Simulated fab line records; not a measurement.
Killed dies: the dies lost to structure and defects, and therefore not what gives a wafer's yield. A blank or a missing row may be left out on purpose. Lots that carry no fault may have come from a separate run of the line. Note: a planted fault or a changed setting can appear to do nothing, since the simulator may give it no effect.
What tool caused it? / flow n5-finfet / 10 lots with 27 wafers sampled at 5 steps, on a route of 1938 steps

WHAT THE GAUGES SHOWED, per wafer
N5_BEOL_M4_RC_MEAS_101. Usual: DIBL_N 35.0 mV/V, standard deviation 2.4; DIBL_P 35.4 mV/V, standard deviation 2.8; IOFF_N 0.14 nA/um, standard deviation 0.045; IOFF_P 0.20 nA/um, standard deviation 0.048; ION_N 667 uA/um, standard deviation 19; ION_P 460 uA/um, standard deviation 11; SS_N 71.2 mV/dec, standard deviation 0.71; SS_P 73.1 mV/dec, standard deviation 0.86; VT_N 252 mV, standard deviation 4.6; VT_P -251 mV, standard deviation 3.4.
lot=L581; measured=day 8 04:15; on=prober-01; DIBL_N (mV/V)=33.3 31.0 35.2; DIBL_P (mV/V)=34.5 32.4 38.2; IOFF_N (nA/um)=0.13 0.10 0.17; IOFF_P (nA/um)=0.18 0.16 0.25; ION_N (uA/um)=651 664 688; ION_P (uA/um)=451 467 481; SS_N (mV/dec)=70.5 70.0 70.3; SS_P (mV/dec)=73.0 72.4 73.1; VT_N (mV)=249 253 246; VT_P (mV)=-251 -251 -246; flag=
lot=L584; measured=day 8 14:15; on=prober-02; DIBL_N (mV/V)=37.4 37.7 38.5; DIBL_P (mV/V)=38.2 37.8 39.6; IOFF_N (nA/um)=0.21 0.21 0.21; IOFF_P (nA/um)=0.25 0.24 0.27; ION_N (uA/um)=689 677 676; ION_P (uA/um)=473 462 464; SS_N (mV/dec)=72.0 71.7 71.7; SS_P (mV/dec)=73.7 74.5 74.2; VT_N (mV)=246 246 247; VT_P (mV)=-248 -248 -248; flag=
lot=L585; measured=day 8 17:31; on=prober-01; DIBL_N (mV/V)=39.1 42.2; DIBL_P (mV/V)=41.1 45.0; IOFF_N (nA/um)=0.22 0.32; IOFF_P (nA/um)=0.29 0.39; ION_N (uA/um)=697 706; ION_P (uA/um)=481 481; SS_N (mV/dec)=73.0 72.5; SS_P (mV/dec)=74.9 75.2; VT_N (mV)=247 239; VT_P (mV)=-246 -243; flag=
lot=L586; measured=day 9 04:11; on=prober-02; DIBL_N (mV/V)=34.8 33.5 35.7; DIBL_P (mV/V)=34.9 33.0 36.4; IOFF_N (nA/um)=0.17 0.13 0.19; IOFF_P (nA/um)=0.21 0.18 0.23; ION_N (uA/um)=677 674 686; ION_P (uA/um)=460 463 464; SS_N (mV/dec)=71.0 71.2 71.5; SS_P (mV/dec)=72.8 72.3 73.9; VT_N (mV)=250 253 247; VT_P (mV)=-250 -250 -249; flag=
lot=L588; measured=day 9 12:47; on=prober-02; DIBL_N (mV/V)=35.1 37.5 36.2; DIBL_P (mV/V)=33.5 37.5 37.8; IOFF_N (nA/um)=0.12 0.18 0.16; IOFF_P (nA/um)=0.18 0.23 0.27; ION_N (uA/um)=644 682 666; ION_P (uA/um)=447 466 462; SS_N (mV/dec)=71.4 71.3 71.3; SS_P (mV/dec)=72.5 74.2 73.7; VT_N (mV)=254 248 251; VT_P (mV)=-253 -246 -248; flag=
lot=L589; measured=day 10 06:08; on=prober-02; DIBL_N (mV/V)=35.2 34.9 34.1; DIBL_P (mV/V)=37.0 35.7 35.7; IOFF_N (nA/um)=0.14 0.14 0.13; IOFF_P (nA/um)=0.21 0.19 0.19; ION_N (uA/um)=654 679 683; ION_P (uA/um)=456 461 470; SS_N (mV/dec)=70.9 71.3 71.8; SS_P (mV/dec)=72.8 73.5 72.8; VT_N (mV)=250 250 250; VT_P (mV)=-251 -250 -251; flag=
lot=L593; measured=day 10 22:53; on=prober-02; DIBL_N (mV/V)=34.3 32.4 35.7; DIBL_P (mV/V)=35.8 33.3 38.3; IOFF_N (nA/um)=0.14 0.12 0.16; IOFF_P (nA/um)=0.20 0.17 0.24; ION_N (uA/um)=673 661 665; ION_P (uA/um)=469 462 465; SS_N (mV/dec)=71.1 70.8 71.5; SS_P (mV/dec)=73.4 72.3 73.6; VT_N (mV)=251 253 250; VT_P (mV)=-251 -253 -250; flag=
lot=L597; measured=day 11 16:36; on=prober-02; DIBL_N (mV/V)=34.4 29.6 33.6; DIBL_P (mV/V)=35.0 28.2 33.9; IOFF_N (nA/um)=0.13 0.07 0.12; IOFF_P (nA/um)=0.22 0.13 0.20; ION_N (uA/um)=682 629 671; ION_P (uA/um)=480 446 471; SS_N (mV/dec)=71.5 69.8 70.3; SS_P (mV/dec)=72.7 70.5 72.4; VT_N (mV)=251 260 253; VT_P (mV)=-248 -255 -247; flag=
lot=L603; measured=day 13 14:25; on=prober-02; DIBL_N (mV/V)=33.1 36.3; DIBL_P (mV/V)=36.2 39.3; IOFF_N (nA/um)=0.12 0.19; IOFF_P (nA/um)=0.18 0.23; ION_N (uA/um)=654 702; ION_P (uA/um)=457 479; SS_N (mV/dec)=71.3 72.0; SS_P (mV/dec)=72.9 74.1; VT_N (mV)=253 243; VT_P (mV)=-251 -248; flag=
lot=L604; measured=day 13 23:25; on=prober-01; DIBL_N (mV/V)=34.6 33.8; DIBL_P (mV/V)=35.6 34.3; IOFF_N (nA/um)=0.14 0.11; IOFF_P (nA/um)=0.20 0.17; ION_N (uA/um)=681 656; ION_P (uA/um)=471 450; SS_N (mV/dec)=70.7 70.9; SS_P (mV/dec)=73.5 73.0; VT_N (mV)=251 256; VT_P (mV)=-252 -256; flag=

EACH LOT AND THE TOOL THAT RAN IT (in order: tool; ch and the chambers of the sampled wafers; start)
lot=L581; N5_HKMG_FIN_HK_ALD_01=ald-hk-03 ch 1,2,3, day 3 22:07; N5_HKMG_FIN_HK_ANNEAL_02=rtp-anneal-01 ch 0, day 3 22:21; N5_HKMG_FIN_ETCH_55=rie-diel-04 ch 0,1,3, day 3 23:17; N5_HKMG_FIN_ETCH_58=rie-diel-04 ch 0,1,3, day 3 23:29
lot=L584; N5_HKMG_FIN_HK_ALD_01=ald-hk-02 ch 0,2,3, day 4 15:23; N5_HKMG_FIN_HK_ANNEAL_02=rtp-anneal-01 ch 0, day 4 15:45; N5_HKMG_FIN_ETCH_55=rie-diel-05 ch 0,1,3, day 4 16:50; N5_HKMG_FIN_ETCH_58=rie-diel-05 ch 0,1,3, day 4 17:02
lot=L585; N5_HKMG_FIN_HK_ALD_01=ald-hk-01 ch 0, day 4 23:20; N5_HKMG_FIN_HK_ANNEAL_02=rtp-anneal-01 ch 0, day 4 23:47; N5_HKMG_FIN_ETCH_55=rie-diel-05 ch 1,2, day 5 00:46; N5_HKMG_FIN_ETCH_58=rie-diel-05 ch 1,2, day 5 00:59
lot=L586; N5_HKMG_FIN_HK_ALD_01=ald-hk-01 ch 0,2,3, day 5 04:47; N5_HKMG_FIN_HK_ANNEAL_02=rtp-anneal-02 ch 0, day 5 05:07; N5_HKMG_FIN_ETCH_55=rie-diel-03 ch 1,2,3, day 5 05:58; N5_HKMG_FIN_ETCH_58=rie-diel-03 ch 1,2,3, day 5 06:11
lot=L588; N5_HKMG_FIN_HK_ALD_01=ald-hk-02 ch 1,2,3, day 5 15:34; N5_HKMG_FIN_HK_ANNEAL_02=rtp-anneal-01 ch 0, day 5 15:47; N5_HKMG_FIN_ETCH_55=rie-diel-03 ch 2,3, day 5 16:44; N5_HKMG_FIN_ETCH_58=rie-diel-03 ch 2,3, day 5 16:56
lot=L589; N5_HKMG_FIN_HK_ALD_01=ald-hk-02 ch 0,1, day 6 02:51; N5_HKMG_FIN_HK_ANNEAL_02=rtp-anneal-02 ch 0, day 6 03:02; N5_HKMG_FIN_ETCH_55=rie-diel-03 ch 1,2,3, day 6 04:23; N5_HKMG_FIN_ETCH_58=rie-diel-03 ch 1,2,3, day 6 04:35
lot=L593; N5_HKMG_FIN_HK_ALD_01=ald-hk-02 ch 1,3, day 7 00:44; N5_HKMG_FIN_HK_ANNEAL_02=rtp-anneal-01 ch 0, day 7 00:57; N5_HKMG_FIN_ETCH_55=rie-diel-03 ch 0,2,3, day 7 02:00; N5_HKMG_FIN_ETCH_58=rie-diel-03 ch 0,2,3, day 7 02:13
lot=L597; N5_HKMG_FIN_HK_ALD_01=ald-hk-03 ch 0,2,3, day 7 22:29; N5_HKMG_FIN_HK_ANNEAL_02=rtp-anneal-02 ch 0, day 7 22:44; N5_HKMG_FIN_ETCH_55=rie-diel-05 ch 2,3, day 7 23:41; N5_HKMG_FIN_ETCH_58=rie-diel-05 ch 2,3, day 7 23:53
lot=L603; N5_HKMG_FIN_HK_ALD_01=ald-hk-01 ch 0,1, day 9 10:24; N5_HKMG_FIN_HK_ANNEAL_02=rtp-anneal-02 ch 0, day 9 10:37; N5_HKMG_FIN_ETCH_55=rie-diel-04 ch 1,3, day 9 11:31; N5_HKMG_FIN_ETCH_58=rie-diel-04 ch 1,3, day 9 11:44
lot=L604; N5_HKMG_FIN_HK_ALD_01=ald-hk-01 ch 0,3, day 9 20:12; N5_HKMG_FIN_HK_ANNEAL_02=rtp-anneal-02 ch 0, day 9 20:36; N5_HKMG_FIN_ETCH_55=rie-diel-04 ch 3, day 9 21:30; N5_HKMG_FIN_ETCH_58=rie-diel-04 ch 3, day 9 21:43
- N5_HKMG_FIN_HK_ALD_01: deposits HfO2, target thk 1.6 nm, pulse time 3 s, purge time 3 s.
- N5_HKMG_FIN_HK_ANNEAL_02: time 30 s.
- N5_HKMG_FIN_ETCH_55: etches SOC in N2/H2, target depth 240 nm, time 300 s.
- N5_HKMG_FIN_ETCH_58: etches SOC in N2/H2, target depth 215.8 nm, time 741 s.

WHAT THE TOOLS THEMSELVES READ (means of the sampled wafers that have a number; where no wafer has one, the mark that the record gives instead)
N5_HKMG_FIN_HK_ALD_01. Usual: precursor-pulse-height-rel at 0.998, with a standard deviation of 0.021.
lot=L581 tool=ald-hk-03 precursor-pulse-height-rel=1.007 flag=
lot=L584 tool=ald-hk-02 precursor-pulse-height-rel=1.019 flag=
lot=L585 tool=ald-hk-01 precursor-pulse-height-rel=1.006 flag=
lot=L586 tool=ald-hk-01 precursor-pulse-height-rel=0.995 flag=
lot=L588 tool=ald-hk-02 precursor-pulse-height-rel=0.984 flag=
lot=L589 tool=ald-hk-02 precursor-pulse-height-rel=1.007 flag=
lot=L593 tool=ald-hk-02 precursor-pulse-height-rel=1.000 flag=
lot=L597 tool=ald-hk-03 precursor-pulse-height-rel=0.999 flag=
lot=L603 tool=ald-hk-01 precursor-pulse-height-rel=1.012 flag=
lot=L604 tool=ald-hk-01 precursor-pulse-height-rel=1.014 flag=

N5_HKMG_FIN_HK_ANNEAL_02. Usual: lamp-power-pct 8.80 %, standard deviation 0.052; lamp_zone_5_pct 8.798 %, standard deviation 0.014; wafer_temp_C_max 703.0, standard deviation 0.68.
lot=L581; tool=rtp-anneal-01; lamp-power-pct (%)=8.81; lamp_zone_5_pct (%)=8.797; wafer_temp_C_max=703.5; flag=
lot=L584; tool=rtp-anneal-01; lamp-power-pct (%)=8.82; lamp_zone_5_pct (%)=8.806; wafer_temp_C_max=703.1; flag=
lot=L585; tool=rtp-anneal-01; lamp-power-pct (%)=8.77; lamp_zone_5_pct (%)=8.808; wafer_temp_C_max=702.6; flag=
lot=L586; tool=rtp-anneal-02; lamp-power-pct (%)=8.75; lamp_zone_5_pct (%)=8.808; wafer_temp_C_max=703.8; flag=
lot=L588; tool=rtp-anneal-01; lamp-power-pct (%)=8.78; lamp_zone_5_pct (%)=8.801; wafer_temp_C_max=702.9; flag=
lot=L589; tool=rtp-anneal-02; lamp-power-pct (%)=8.78; lamp_zone_5_pct (%)=8.798; wafer_temp_C_max=703.0; flag=
lot=L593; tool=rtp-anneal-01; lamp-power-pct (%)=8.81; lamp_zone_5_pct (%)=8.797; wafer_temp_C_max=702.7; flag=
lot=L597; tool=rtp-anneal-02; lamp-power-pct (%)=8.79; lamp_zone_5_pct (%)=8.805; wafer_temp_C_max=703.2; flag=
lot=L603; tool=rtp-anneal-02; lamp-power-pct (%)=8.77; lamp_zone_5_pct (%)=8.802; wafer_temp_C_max=702.6; flag=
lot=L604; tool=rtp-anneal-02; lamp-power-pct (%)=8.82; lamp_zone_5_pct (%)=8.792; wafer_temp_C_max=703.8; flag=

N5_HKMG_FIN_ETCH_55. Usual: bias-w 150.1 W, standard deviation 0.48; drypump-motor-current-A 5.7 A, standard deviation 0.44; oes-product-au 0.79 a.u., standard deviation 0.1; rf-vpp-V 523 V, standard deviation 3.1; showerhead-plenum-p-Torr 2.53 Torr, standard deviation 0.12; throttle-valve-pct 17.79 %, standard deviation 0.18.
lot=L581; tool=rie-diel-04; bias-w (W)=150.3; drypump-motor-current-A (A)=5.2; oes-product-au (a.u.)=0.73; rf-vpp-V (V)=522; showerhead-plenum-p-Torr (Torr)=2.49; throttle-valve-pct (%)=17.85; flag=
lot=L584; tool=rie-diel-05; bias-w (W)=150.0; drypump-motor-current-A (A)=6.1; oes-product-au (a.u.)=0.74; rf-vpp-V (V)=524; showerhead-plenum-p-Torr (Torr)=2.53; throttle-valve-pct (%)=17.88; flag=
lot=L585; tool=rie-diel-05; bias-w (W)=149.9; drypump-motor-current-A (A)=6.4; oes-product-au (a.u.)=0.71; rf-vpp-V (V)=520; showerhead-plenum-p-Torr (Torr)=2.42; throttle-valve-pct (%)=17.80; flag=
lot=L586; tool=rie-diel-03; bias-w (W)=150.6; drypump-motor-current-A (A)=5.5; oes-product-au (a.u.)=0.79; rf-vpp-V (V)=523; showerhead-plenum-p-Torr (Torr)=2.47; throttle-valve-pct (%)=17.81; flag=
lot=L588; tool=rie-diel-03; bias-w (W)=150.2; drypump-motor-current-A (A)=5.3; oes-product-au (a.u.)=0.80; rf-vpp-V (V)=522; showerhead-plenum-p-Torr (Torr)=2.48; throttle-valve-pct (%)=17.78; flag=
lot=L589; tool=rie-diel-03; bias-w (W)=163.7; drypump-motor-current-A (A)=5.5; oes-product-au (a.u.)=0.81; rf-vpp-V (V)=551; showerhead-plenum-p-Torr (Torr)=2.47; throttle-valve-pct (%)=17.84; flag=OFF
lot=L593; tool=rie-diel-03; bias-w (W)=163.7; drypump-motor-current-A (A)=5.3; oes-product-au (a.u.)=0.85; rf-vpp-V (V)=554; showerhead-plenum-p-Torr (Torr)=2.56; throttle-valve-pct (%)=17.71; flag=OFF
lot=L597; tool=rie-diel-05; bias-w (W)=149.9; drypump-motor-current-A (A)=6.0; oes-product-au (a.u.)=0.80; rf-vpp-V (V)=525; showerhead-plenum-p-Torr (Torr)=2.62; throttle-valve-pct (%)=17.82; flag=
lot=L603; tool=rie-diel-04; bias-w (W)=150.2; drypump-motor-current-A (A)=5.1; oes-product-au (a.u.)=0.85; rf-vpp-V (V)=524; showerhead-plenum-p-Torr (Torr)=2.56; throttle-valve-pct (%)=17.73; flag=
lot=L604; tool=rie-diel-04; bias-w (W)=150.5; drypump-motor-current-A (A)=5.3; oes-product-au (a.u.)=0.98; rf-vpp-V (V)=529; showerhead-plenum-p-Torr (Torr)=2.70; throttle-valve-pct (%)=17.49; flag=

N5_HKMG_FIN_ETCH_58. Usual: bias-w 13.00 W, standard deviation 0.043; drypump-motor-current-A 5.7 A, standard deviation 0.44; oes-product-au 0.79 a.u., standard deviation 0.1; rf-vpp-V 99.1 V, standard deviation 1; showerhead-plenum-p-Torr 2.53 Torr, standard deviation 0.12; throttle-valve-pct 17.75 %, standard deviation 0.18.
lot=L581; tool=rie-diel-04; bias-w (W)=13.00; drypump-motor-current-A (A)=5.2; oes-product-au (a.u.)=0.73; rf-vpp-V (V)=99.3; showerhead-plenum-p-Torr (Torr)=2.49; throttle-valve-pct (%)=17.80; flag=
lot=L584; tool=rie-diel-05; bias-w (W)=12.98; drypump-motor-current-A (A)=6.1; oes-product-au (a.u.)=0.73; rf-vpp-V (V)=98.8; showerhead-plenum-p-Torr (Torr)=2.53; throttle-valve-pct (%)=17.83; flag=
lot=L585; tool=rie-diel-05; bias-w (W)=12.96; drypump-motor-current-A (A)=6.4; oes-product-au (a.u.)=0.72; rf-vpp-V (V)=99.6; showerhead-plenum-p-Torr (Torr)=2.42; throttle-valve-pct (%)=17.77; flag=
lot=L586; tool=rie-diel-03; bias-w (W)=12.96; drypump-motor-current-A (A)=5.5; oes-product-au (a.u.)=0.79; rf-vpp-V (V)=98.7; showerhead-plenum-p-Torr (Torr)=2.47; throttle-valve-pct (%)=17.76; flag=
lot=L588; tool=rie-diel-03; bias-w (W)=12.96; drypump-motor-current-A (A)=5.2; oes-product-au (a.u.)=0.80; rf-vpp-V (V)=97.8; showerhead-plenum-p-Torr (Torr)=2.48; throttle-valve-pct (%)=17.73; flag=
lot=L589; tool=rie-diel-03; bias-w (W)=13.01; drypump-motor-current-A (A)=5.6; oes-product-au (a.u.)=0.78; rf-vpp-V (V)=99.4; showerhead-plenum-p-Torr (Torr)=2.47; throttle-valve-pct (%)=17.78; flag=
lot=L593; tool=rie-diel-03; bias-w (W)=12.99; drypump-motor-current-A (A)=5.4; oes-product-au (a.u.)=0.83; rf-vpp-V (V)=98.3; showerhead-plenum-p-Torr (Torr)=2.56; throttle-valve-pct (%)=17.67; flag=
lot=L597; tool=rie-diel-05; bias-w (W)=13.00; drypump-motor-current-A (A)=6.1; oes-product-au (a.u.)=0.81; rf-vpp-V (V)=100.0; showerhead-plenum-p-Torr (Torr)=2.62; throttle-valve-pct (%)=17.77; flag=
lot=L603; tool=rie-diel-04; bias-w (W)=13.00; drypump-motor-current-A (A)=5.1; oes-product-au (a.u.)=0.84; rf-vpp-V (V)=98.8; showerhead-plenum-p-Torr (Torr)=2.56; throttle-valve-pct (%)=17.70; flag=
lot=L604; tool=rie-diel-04; bias-w (W)=13.05; drypump-motor-current-A (A)=5.3; oes-product-au (a.u.)=1.00; rf-vpp-V (V)=99.2; showerhead-plenum-p-Torr (Torr)=2.70; throttle-valve-pct (%)=17.45; flag=

THE ANSWER, worked out from the rows above alone
Rule: a lot counts as off when the mean over its wafers that have a number is more than 3 standard deviations away from the usual mean. Also off: a lot with no number at a reading for which 4 or more lots have one. Where the step has rows for the other lots, those lots are counted as sound. Order of review: gauges by route order, followed by the tools' own readings, for which a lot's mean as printed above is used. The first step at which some lot is off is used, and at that step the reading that is off furthest; a lot without a number counts as furthest.
Off: L589, L593 (N5_HKMG_FIN_ETCH_55, bias-w).
If a tool, at that step or one of the process steps before it, ran each lot that is off and ran no sound lot following the first of them, it fits. Can't be told from this: 2 tools fit, ald-hk-02 at N5_HKMG_FIN_HK_ALD_01, rie-diel-03 at N5_HKMG_FIN_ETCH_55.

WHAT THE SIMULATOR HAD INSERTED
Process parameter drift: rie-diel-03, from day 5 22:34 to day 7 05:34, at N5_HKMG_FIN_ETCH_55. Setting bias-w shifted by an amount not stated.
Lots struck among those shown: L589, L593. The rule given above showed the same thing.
